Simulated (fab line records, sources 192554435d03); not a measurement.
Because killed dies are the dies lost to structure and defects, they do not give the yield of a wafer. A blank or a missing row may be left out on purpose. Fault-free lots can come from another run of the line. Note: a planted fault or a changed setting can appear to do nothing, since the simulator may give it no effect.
Split-lot experiment -- flow n5 finfet -- 21 wafers read from 7 lots, route of 1938 steps

== THE SPLIT ==
At N5_BEOL_M11_COAT_05 (resist thk 90 nm), the setting spin rpm was moved away from the recipe's 1500 rpm on 5 of the 21 wafers read, by -9.4% to -4.7%. The other wafers ran this setting at the recipe's value.

== FROM THE SPLIT TO THE READING: what the file shows between them, 4 steps ==
- N5_BEOL_M11_EBR_07
- N5_BEOL_M11_SOFTBAKE_06: time 60 s
- N5_BEOL_M11_EXPOSE_08: exposes mask M11
- N5_BEOL_M11_PEB_09: peb time 60 s

== THE READING ==
CAR-ArF_of_BEOL_M11_COAT_05.thk nm (the simulator's own value, which no gauge read), in nm, at N5_BEOL_M11_DEVELOP_10 (develop time 30 s). The file gives no usual value for it. Here, 16 wafers ran the recipe; their average is 88.1 nm with a standard deviation of 0.23 nm.

wafer,"tool, chamber at the split","spin rpm as run, rpm",against the recipe,"CAR-ArF_of_BEOL_M11_COAT_05.thk nm, nm",against lot-mates on the recipe
L074.2,"litho track-02, 0",1422,-5.2%,90.2,+2.2
L074.3,"litho track-02, 0",1500,recipe,88.2,-
L074.4,"litho track-02, 0",1500,recipe,87.8,-
L075.4,"litho track-04, 0",1500,recipe,88.2,-
L075.5,"litho track-04, 0",1500,recipe,88,-
L075.6,"litho track-04, 0",1500,recipe,88,-
L078.1,"litho track-02, 0",1500,recipe,87.8,-
L078.2,"litho track-02, 0",1500,recipe,88,-
L078.5,"litho track-02, 0",1500,recipe,87.6,-
L080.2,"litho track-02, 0",1398,-6.8%,91.4,+3.1
L080.5,"litho track-02, 0",1500,recipe,88.4,-
L080.6,"litho track-02, 0",1500,recipe,88.2,-
L086.2,"litho track-04, 0",1500,recipe,88,-
L086.3,"litho track-04, 0",1500,recipe,88,-
L086.5,"litho track-04, 0",1500,recipe,88,-
L092.1,"litho track-01, 0",1500,recipe,88.4,-
L092.5,"litho track-01, 0",1500,recipe,88.4,-
L092.6,"litho track-01, 0",1430,-4.7%,90.4,+2.0
L093.1,"litho track-01, 0",1359,-9.4%,92.6,+4.2
L093.2,"litho track-01, 0",1359,-9.4%,92.8,+4.4
L093.6,"litho track-01, 0",1500,recipe,88.4,-

FIT RESULTS
A straight line over all 21 wafers: CAR-ArF_of_BEOL_M11_COAT_05.thk nm changes by -0.483 nm for each +1% of spin rpm; r = -0.99; the points scatter about the line by 0.24 nm.
The same after taking each lot's own level away (the mean of its wafers on the recipe; 21 wafers): -0.452 nm for each +1%; r = -1.00; scatter 0.12 nm.
The reading moves by 4.3 nm for the largest change in spin rpm, on that fit.
From 87.80 to 88.40 nm: that is the span of the lots' own levels, equal to 2.6 times the standard deviation above.
The two slopes are in agreement: the lot-to-lot level therefore moves the slope only a little.
Check: for one of the wafers moved furthest among these (-9.4%), held out of the fit, the line's prediction against its lot-mates is +4.27 nm. Against them it came out at +4.2 nm.

== OTHER SPLITS APPLIED TO THESE WAFERS ==
Other splits were also applied to these wafers ahead of the reading. Each is held against what the fit with the lots' levels taken away leaves over:
other split on the same wafers,wafers away from the commonest value,r with CAR-ArF_of_BEOL_M11_COAT_05.thk nm (lot level and that fit taken away)
N5_BEOL_M10_COAT_05 spin rpm,8,-0.23
N5_BEOL_M10_EXPOSE_08 dose mj,6,-0.07

== THE WHOLE CHAIN: every reading that the file lists as answering this split, in the file's order ==
step,what it does,reading,change (the file's fit),r (the file's)
N5_BEOL_M11_COAT_05,resist thk 90 nm,"CAR-ArF_of_BEOL_M11_COAT_05.thk nm (the simulator's own value, which no gauge read)",-0.468 nm for each +1% of the setting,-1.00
N5_BEOL_M11_DEVELOP_10,develop time 30 s,"CAR-ArF_of_BEOL_M11_COAT_05.thk nm (the simulator's own value, which no gauge read)",-0.449 nm for each +1% of the setting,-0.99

== THE FILE'S OWN FIT ==
CAR-ArF_of_BEOL_M11_COAT_05.thk nm changes by -0.449 nm for each +1% of spin rpm, r = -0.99.
